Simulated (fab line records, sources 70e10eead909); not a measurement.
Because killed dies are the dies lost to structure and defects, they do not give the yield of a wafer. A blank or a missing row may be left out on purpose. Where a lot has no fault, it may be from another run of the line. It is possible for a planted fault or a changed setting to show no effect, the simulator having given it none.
Which tool is to blame? -- flow nand_harc -- 22 lots, 66 wafers sampled, at 5 steps of a route of 1302

## WHAT THE GAUGES SHOWED, per wafer
NHARC_A_CONTACT_CD_MEAS_69: the cd target is 300 nm. Usual: cd_nm at 299.8 nm, with a standard deviation of 0.84.
lot,measured,on,cd_nm (nm),flag
L074,day 21 08:07,cd_sem-03,299.1 299.6 299.7,
L075,day 22 07:29,cd_sem-03,300.8 300.4 301.0,
L076,day 22 09:10,cd_sem-01,299.2 299.4 300.2,
L079,day 23 13:49,cd_sem-03,300.1 300.5 299.3,
L077,day 23 14:16,cd_sem-01,300.6 300.8 299.4,
L078,day 23 15:38,cd_sem-03,299.9 299.3 299.6,
L080,day 24 07:23,cd_sem-02,301.2 300.6 300.1,
L082,day 25 00:59,cd_sem-02,300.2 300.5 300.4,
L081,day 25 08:05,cd_sem-02,300.6 300.5 301.3,
L083,day 25 20:56,cd_sem-02,299.7 300.5 300.2,
L084,day 25 21:52,cd_sem-01,299.4 299.7 298.3,
L085,day 26 12:55,cd_sem-02,298.7 298.6 299.3,
L086,day 26 21:36,cd_sem-02,300.4 300.7 300.2,
L087,day 27 04:03,cd_sem-01,299.4 300.0 299.8,
L088,day 27 06:48,cd_sem-02,299.1 298.5 299.7,
L091,day 28 01:14,cd_sem-03,300.0 299.8 299.2,
L090,day 28 08:34,cd_sem-02,299.4 299.9 299.5,
L093,day 29 09:23,cd_sem-03,299.4 299.8 300.1,
L094,day 29 15:04,cd_sem-02,300.0 299.9 298.7,
L096,day 30 08:44,cd_sem-02,299.3 298.6 300.3,
L095,day 30 09:36,cd_sem-02,299.4 300.4 300.4,
L097,day 31 05:21,cd_sem-03,298.8 298.4 297.8,

## WHICH TOOL RAN EACH LOT (tool, then ch and the chambers of the sampled wafers, then the start)
lot,NHARC_A_CONTACT_ETCH_50,NHARC_A_CONTACT_ETCH_90,NHARC_A_CONTACT_ETCH_96,NHARC_A_CONTACT_STRIP_55
L074,"rie_diel-12 ch 0,3, day 21 01:47 or earlier","rie_diel-13 ch 1,2,3, day 21 01:47","rie_diel-13 ch 0,1,2, day 21 08:07 or earlier","rie_diel-13 ch 1,2,3, day 21 08:07 or earlier"
L075,"rie_diel-12 ch 1,3, day 22 02:17 or earlier","rie_diel-13 ch 0,1, day 22 02:17","rie_diel-13 ch 0,2, day 22 02:27","rie_diel-13 ch 0,1, day 22 07:29 or earlier"
L076,"rie_diel-12 ch 1,2, day 22 03:50 or earlier","rie_diel-13 ch 0,2, day 22 03:50","rie_diel-13 ch 0,2, day 22 04:00","rie_diel-13 ch 0,2, day 22 09:10 or earlier"
L079,"rie_diel-12 ch 1,2,3, day 23 08:37 or earlier","rie_diel-12 ch 0,2,3, day 23 08:37","rie_diel-12 ch 0,2,3, day 23 13:49 or earlier","rie_diel-02 ch 1,3, day 23 13:49 or earlier"
L077,"rie_diel-13 ch 0,1, day 23 09:11 or earlier","rie_diel-13 ch 0,2,3, day 23 09:11","rie_diel-13 ch 0,1,2, day 23 14:16 or earlier","rie_diel-12 ch 1,2, day 23 14:16 or earlier"
L078,"rie_diel-12 ch 0,3, day 23 10:08 or earlier","rie_diel-13 ch 1,2, day 23 10:08","rie_diel-13 ch 0,2,3, day 23 15:38 or earlier","rie_diel-13 ch 1,2,3, day 23 15:38 or earlier"
L080,"rie_diel-13 ch 0,2,3, day 24 02:22 or earlier","rie_diel-02 ch 0,3, day 24 02:22","rie_diel-02 ch 1,2,3, day 24 07:23 or earlier","rie_diel-02 ch 2,3, day 24 07:23 or earlier"
L082,"rie_diel-13 ch 0,1,2, day 24 19:58 or earlier","rie_diel-13 ch 1,2,3, day 24 19:58","rie_diel-13 ch 0,2,3, day 25 00:59 or earlier","rie_diel-13 ch 0,2,3, day 25 00:59 or earlier"
L081,"rie_diel-13 ch 0,1,3, day 25 02:34 or earlier","rie_diel-13 ch 0,1,2, day 25 02:34","rie_diel-13 ch 0,1,2, day 25 02:44","rie_diel-13 ch 0,1,2, day 25 08:05 or earlier"
L083,"rie_diel-13 ch 0,1,2, day 25 15:47 or earlier","rie_diel-02 ch 0,3, day 25 15:47","rie_diel-02 ch 0,1,2, day 25 20:56 or earlier","rie_diel-13 ch 1,2,3, day 25 20:56 or earlier"
L084,"rie_diel-13 ch 1,2,3, day 25 16:50 or earlier","rie_diel-13 ch 0,1,2, day 25 16:50","rie_diel-13 ch 1,2,3, day 25 21:52 or earlier","rie_diel-13 ch 0,1,3, day 25 21:52 or earlier"
L085,"rie_diel-13 ch 0,2,3, day 26 07:39 or earlier","rie_diel-12 ch 0,1,3, day 26 07:39","rie_diel-12 ch 0,1, day 26 12:55 or earlier","rie_diel-13 ch 2,3, day 26 12:55 or earlier"
L086,"rie_diel-02 ch 2,3, day 26 12:48 or earlier","rie_diel-13 ch 0,3, day 26 12:48","rie_diel-13 ch 0,2,3, day 26 12:57","rie_diel-13 ch 0,2,3, day 26 21:36 or earlier"
L087,"rie_diel-02 ch 0,2,3, day 26 22:51 or earlier","rie_diel-12 ch 0,2,3, day 26 22:51","rie_diel-12 ch 0,1,3, day 27 04:03 or earlier","rie_diel-13 ch 0,1,3, day 27 04:03 or earlier"
L088,"rie_diel-13 ch 0,1,2, day 27 00:05 or earlier","rie_diel-13 ch 0,2,3, day 27 00:05","rie_diel-13 ch 0,1,2, day 27 06:48 or earlier","rie_diel-13 ch 0,2,3, day 27 06:48 or earlier"
L091,"rie_diel-13 ch 0,2,3, day 27 18:52 or earlier","rie_diel-13 ch 1,2,3, day 27 18:52","rie_diel-13 ch 0,1,3, day 28 01:14 or earlier","rie_diel-02 ch 2,3, day 28 01:14 or earlier"
L090,"rie_diel-13 ch 0,1, day 28 03:03 or earlier","rie_diel-02 ch 1,2, day 28 03:03","rie_diel-02 ch 0,3, day 28 08:34 or earlier","rie_diel-13 ch 0,1,3, day 28 08:34 or earlier"
L093,"rie_diel-13 ch 1,2,3, day 29 02:57 or earlier","rie_diel-02 ch 0,2, day 29 02:57","rie_diel-02 ch 0,3, day 29 09:23 or earlier","rie_diel-02 ch 0,2,3, day 29 09:23 or earlier"
L094,"rie_diel-12 ch 0,1,3, day 29 09:57 or earlier","rie_diel-12 ch 0,2,3, day 29 09:57","rie_diel-12 ch 1,3, day 29 15:04 or earlier","rie_diel-02 ch 0,3, day 29 15:04 or earlier"
L096,"rie_diel-13 ch 2,3, day 30 03:42 or earlier","rie_diel-02 ch 1,2,3, day 30 03:42","rie_diel-02 ch 0,1,3, day 30 08:44 or earlier","rie_diel-02 ch 1,2,3, day 30 08:44 or earlier"
L095,"rie_diel-12 ch 1,2,3, day 30 03:49 or earlier","rie_diel-12 ch 0,2,3, day 30 03:49","rie_diel-12 ch 0,1,2, day 30 09:36 or earlier","rie_diel-12 ch 0,2, day 30 09:36 or earlier"
L097,"rie_diel-13 ch 0,1,3, day 30 22:43 or earlier","rie_diel-13 ch 2,3, day 30 22:43","rie_diel-13 ch 2,3, day 31 05:21 or earlier","rie_diel-13 ch 0,2, day 31 05:21 or earlier"
- NHARC_A_CONTACT_ETCH_50: etches the open film in CF4/CHF3, target depth 121 nm, time 60.5 s.
- NHARC_A_CONTACT_ETCH_90: etches the open film in CH3F/O2, target depth 40 nm, time 85.7 s.
- NHARC_A_CONTACT_ETCH_96: etches the open film in C4F6/O2, target depth 20 nm, time 10 s.
- NHARC_A_CONTACT_STRIP_55: strips in O2.

## AS READ BY THE TOOLS THEMSELVES (means over the sampled wafers that have a number; for cases with no such wafer, the mark the record gives instead)
NHARC_A_CONTACT_ETCH_50. Usual: drypump_motor_current_A 5.7 A, standard deviation 0.49; oes_product_au 0.959 a.u., standard deviation 0.019; rf_vpp_V 368.9 V, standard deviation 2.5; showerhead_plenum_p_Torr 1.52 Torr, standard deviation 0.07; throttle_valve_pct 16.802 %, standard deviation 0.0085.
lot,tool,drypump_motor_current_A (A),oes_product_au (a.u.),rf_vpp_V (V),showerhead_plenum_p_Torr (Torr),throttle_valve_pct (%),flag
L074,rie_diel-12,5.3,0.972,370.9,1.58,16.798,
L075,rie_diel-12,5.2,0.955,368.8,1.55,16.806,
L076,rie_diel-12,5.9,0.966,372.3,1.62,16.805,
L079,rie_diel-12,5.6,0.915,371.2,1.58,16.801,
L077,rie_diel-13,5.8,0.977,366.9,1.46,16.793,
L078,rie_diel-12,5.2,0.936,370.7,1.57,16.802,
L080,rie_diel-13,5.6,0.973,366.9,1.49,16.802,
L082,rie_diel-13,5.9,0.960,367.4,1.48,16.796,
L081,rie_diel-13,5.6,0.971,367.3,1.47,16.806,
L083,rie_diel-13,5.9,0.960,366.8,1.48,16.805,
L084,rie_diel-13,6.0,0.946,368.0,1.49,16.805,
L085,rie_diel-13,5.6,0.937,367.4,1.49,16.799,
L086,rie_diel-02,5.5,0.943,367.5,1.47,16.793,
L087,rie_diel-02,5.7,0.973,368.5,1.50,16.803,
L088,rie_diel-13,5.9,0.975,367.1,1.48,16.803,
L091,rie_diel-13,5.6,0.967,367.0,1.49,16.792,
L090,rie_diel-13,5.4,0.985,366.5,1.46,16.801,
L093,rie_diel-13,6.0,0.965,367.9,1.48,16.800,
L094,rie_diel-12,5.4,0.972,369.8,1.54,16.810,
L096,rie_diel-13,6.1,0.948,368.6,1.50,16.794,
L095,rie_diel-12,5.5,0.963,370.9,1.57,16.797,
L097,rie_diel-13,5.6,0.963,372.8,1.63,16.803,

NHARC_A_CONTACT_ETCH_90. Usual: drypump_motor_current_A 5.7 A, standard deviation 0.51; oes_product_au 0.95 a.u., standard deviation 0.039; rf_vpp_V 243.1 V, standard deviation 1.7; showerhead_plenum_p_Torr 2.37 Torr, standard deviation 0.098; throttle_valve_pct 20.664 %, standard deviation 0.01.
lot,tool,drypump_motor_current_A (A),oes_product_au (a.u.),rf_vpp_V (V),showerhead_plenum_p_Torr (Torr),throttle_valve_pct (%),flag
L074,rie_diel-13,6.0,1.00,242.1,2.33,20.662,
L075,rie_diel-13,5.4,1.01,240.7,2.28,20.662,
L076,rie_diel-13,5.5,1.01,242.8,2.31,20.667,
L079,rie_diel-12,5.6,0.93,245.7,2.52,20.664,
L077,rie_diel-13,5.6,0.94,242.5,2.33,20.654,
L078,rie_diel-13,6.4,0.99,242.0,2.33,20.655,
L080,rie_diel-02,5.8,0.93,243.2,2.39,20.665,
L082,rie_diel-13,6.0,0.93,242.7,2.32,20.672,
L081,rie_diel-13,5.9,0.92,241.1,2.30,20.671,
L083,rie_diel-02,5.8,1.00,243.2,2.39,20.665,
L084,rie_diel-13,5.9,0.92,242.2,2.30,20.673,
L085,rie_diel-12,5.4,0.92,243.5,2.41,20.671,
L086,rie_diel-13,5.3,1.00,242.4,2.32,20.663,
L087,rie_diel-12,5.5,0.92,244.5,2.51,20.668,
L088,rie_diel-13,5.6,0.92,242.6,2.32,20.659,
L091,rie_diel-13,6.0,0.93,241.6,2.32,20.656,
L090,rie_diel-02,5.9,1.01,243.5,2.40,20.661,
L093,rie_diel-02,5.8,0.93,242.3,2.33,20.672,
L094,rie_diel-12,5.6,0.92,244.1,2.50,20.665,
L096,rie_diel-02,5.6,0.93,243.6,2.34,20.659,
L095,rie_diel-12,5.6,0.91,244.8,2.50,20.676,
L097,rie_diel-13,5.8,0.93,242.3,2.34,20.662,

NHARC_A_CONTACT_ETCH_96. Usual: drypump_motor_current_A 5.8 A, standard deviation 0.5; oes_product_au 0.971 a.u., standard deviation 0.028; rf_vpp_V 544 V, standard deviation 3; showerhead_plenum_p_Torr 3.78 Torr, standard deviation 0.14; throttle_valve_pct 26.904 %, standard deviation 0.0092.
lot,tool,drypump_motor_current_A (A),oes_product_au (a.u.),rf_vpp_V (V),showerhead_plenum_p_Torr (Torr),throttle_valve_pct (%),flag
L074,rie_diel-13,5.9,1.010,542,3.70,26.907,
L075,rie_diel-13,5.9,0.995,543,3.74,26.901,
L076,rie_diel-13,5.5,1.011,542,3.70,26.905,
L079,rie_diel-12,5.6,0.952,549,4.01,26.902,
L077,rie_diel-13,5.9,0.937,542,3.70,26.896,
L078,rie_diel-13,5.6,0.998,543,3.73,26.899,
L080,rie_diel-02,5.6,0.966,543,3.77,26.904,
L082,rie_diel-13,5.6,0.944,543,3.72,26.902,
L081,rie_diel-13,5.9,0.943,542,3.69,26.909,
L083,rie_diel-02,6.0,1.002,544,3.83,26.911,
L084,rie_diel-13,6.1,0.944,543,3.72,26.907,
L085,rie_diel-12,5.6,0.963,543,3.77,26.905,
L086,rie_diel-13,5.7,0.997,543,3.72,26.904,
L087,rie_diel-12,5.4,0.963,546,3.84,26.906,
L088,rie_diel-13,5.9,0.945,542,3.69,26.899,
L091,rie_diel-13,5.6,0.966,542,3.67,26.900,
L090,rie_diel-02,5.6,1.014,543,3.73,26.900,
L093,rie_diel-02,5.8,0.942,544,3.79,26.910,
L094,rie_diel-12,5.2,0.959,546,3.83,26.907,
L096,rie_diel-02,5.8,0.952,544,3.80,26.901,
L095,rie_diel-12,5.7,0.943,547,3.91,26.903,
L097,rie_diel-13,5.8,0.958,543,3.74,26.906,

NHARC_A_CONTACT_STRIP_55. Usual: drypump_motor_current_A 5.8 A, standard deviation 0.51; oes_product_au 1.000 a.u., standard deviation 0.013; rf_vpp_V 57.5 V, standard deviation 0.88; showerhead_plenum_p_Torr 3.38 Torr, standard deviation 0.12; throttle_valve_pct 17.037 %, standard deviation 0.0095.
lot,tool,drypump_motor_current_A (A),oes_product_au (a.u.),rf_vpp_V (V),showerhead_plenum_p_Torr (Torr),throttle_valve_pct (%),flag
L074,rie_diel-13,6.1,1.004,57.7,3.35,17.027,
L075,rie_diel-13,5.4,1.015,56.7,3.28,17.037,
L076,rie_diel-13,5.5,1.013,57.0,3.33,17.036,
L079,rie_diel-02,5.7,1.003,57.0,3.46,17.034,
L077,rie_diel-12,5.8,0.986,58.4,3.61,17.037,
L078,rie_diel-13,6.1,0.997,57.4,3.35,17.039,
L080,rie_diel-02,5.4,1.019,58.3,3.31,17.029,
L082,rie_diel-13,5.7,0.994,57.6,3.34,17.032,
L081,rie_diel-13,5.9,0.994,57.1,3.31,17.023,
L083,rie_diel-13,6.1,0.994,57.4,3.34,17.036,
L084,rie_diel-13,5.6,0.995,57.6,3.30,17.032,
L085,rie_diel-13,5.8,1.002,57.4,3.37,17.044,
L086,rie_diel-13,5.6,1.003,56.6,3.34,17.032,
L087,rie_diel-13,5.6,1.004,57.7,3.30,17.035,
L088,rie_diel-13,5.6,0.996,57.2,3.34,17.045,
L091,rie_diel-02,5.5,1.004,57.7,3.29,17.042,
L090,rie_diel-13,5.6,0.998,57.6,3.29,17.041,
L093,rie_diel-02,5.7,1.011,57.8,3.35,17.045,
L094,rie_diel-02,5.5,1.011,57.8,3.35,17.040,
L096,rie_diel-02,5.7,1.016,57.3,3.36,17.039,
L095,rie_diel-12,5.8,0.985,57.9,3.65,17.037,
L097,rie_diel-13,5.5,1.001,57.9,3.67,17.045,

## THE ANSWER, worked out from the rows above alone
Rule: a lot is off if the mean of its wafers that have a number lies more than 3 standard deviations from the usual mean. A lot without any number at a reading at which 4 lots or more have one is off too. The other lots that the step has rows for count as sound. The gauges are gone through in route order, then the tools' own readings, and for those a lot's mean is taken as printed above. At the first step where some lot is off, the reading lying furthest off is the one used; lots without a number count as furthest.
No lot is off on any of the readings shown, so nothing can be concluded from this.

## WHAT HAD BEEN PUT IN BY THE SIMULATOR
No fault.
